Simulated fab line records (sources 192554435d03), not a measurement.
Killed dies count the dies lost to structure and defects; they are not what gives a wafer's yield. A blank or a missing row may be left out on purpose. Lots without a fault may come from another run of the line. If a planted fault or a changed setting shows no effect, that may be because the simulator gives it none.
Split-lot experiment    flow n5_finfet    21 wafers read from 7 lots, route of 1938 steps

ABOUT THE SPLIT
At N5_BEOL_M12_COAT_22 (resist thk 300 nm), the setting spin_rpm was moved away from the recipe's 2888 rpm on 9 of the 21 wafers read, by -11.2% to +6.9%. The other wafers ran this setting at the recipe's value.

The reading is taken at the split's own step.

THE READING
coat_of_BEOL_M12_COAT_22.thk_nm (the simulator's own value, which no gauge read), in nm, at N5_BEOL_M12_COAT_22 (resist thk 300 nm). There is no usual value for it anywhere in the file. Here, 12 wafers ran the recipe; their average is 299.7 nm with a standard deviation of 0.95 nm.

wafer   tool, chamber at the split  spin_rpm as run, rpm  against the recipe  coat_of_BEOL_M12_COAT_22.thk_nm, nm  against lot-mates on the recipe
L079.1  litho_track-02, 0           2888                  recipe              299.6                                -
L079.2  litho_track-02, 0           2565                  -11.2%              318.8                                +19.2
L079.6  litho_track-02, 0           2565                  -11.2%              318                                  +18.4
L080.2  litho_track-04, 0           3028                  +4.8%               291.4                                -8.4
L080.3  litho_track-04, 0           2888                  recipe              300                                  -
L080.5  litho_track-04, 0           2888                  recipe              299.6                                -
L082.2  litho_track-02, 0           3056                  +5.8%               292.6                                -8.2
L082.3  litho_track-02, 0           2888                  recipe              300.8                                -
L082.5  litho_track-02, 0           3056                  +5.8%               292.2                                -8.6
L085.1  litho_track-04, 0           2618                  -9.3%               313.8                                +14.6
L085.2  litho_track-04, 0           2618                  -9.3%               314                                  +14.8
L085.5  litho_track-04, 0           2888                  recipe              299.2                                -
L093.2  litho_track-02, 0           2888                  recipe              300.6                                -
L093.4  litho_track-02, 0           2888                  recipe              300                                  -
L093.5  litho_track-02, 0           3088                  +6.9%               290.2                                -10.1
L094.1  litho_track-04, 0           2888                  recipe              298                                  -
L094.3  litho_track-04, 0           2888                  recipe              298                                  -
L094.5  litho_track-04, 0           2888                  recipe              299                                  -
L097.2  litho_track-01, 0           2888                  recipe              300.8                                -
L097.3  litho_track-01, 0           2888                  recipe              300.6                                -
L097.6  litho_track-01, 0           3031                  +5.0%               294.2                                -6.5

FIT RESULTS
A straight line over all 21 wafers: coat_of_BEOL_M12_COAT_22.thk_nm changes by -1.52 nm for each +1% of spin_rpm; r = -0.99; the points scatter about the line by 1.1 nm.
The same after taking each lot's own level away (the mean of its wafers on the recipe; 21 wafers): -1.58 nm for each +1%; r = -1.00; scatter 0.6 nm.
On that fit, the largest move of spin_rpm shifts the reading by 18 nm.
The span of the lots' own levels, 298.33 to 300.80 nm, comes to 2.6 times the standard deviation stated above.
The two slopes agree, so the slope changes little with the lot-to-lot level.
Check: with one of the wafers moved furthest among these (-11.2%) left out of the fit, the line predicts +17.6 nm for it against its lot-mates. It came out at +19.2 nm against them.

OTHER SPLITS ON THESE WAFERS
Other splits were also applied to these wafers ahead of the reading. Each is held against what the fit with the lots' levels taken away leaves over:
other split on the same wafers  wafers away from the commonest value  r with coat_of_BEOL_M12_COAT_22.thk_nm (lot level and that fit taken away)
N5_BEOL_M11_ETCH_62 bias_w      5                                     -0.30
N5_BEOL_M11_COAT_22 spin_rpm    6                                     +0.07

FILE'S OWN FIT
coat_of_BEOL_M12_COAT_22.thk_nm changes by -1.58 nm for each +1% of spin_rpm, r = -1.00.
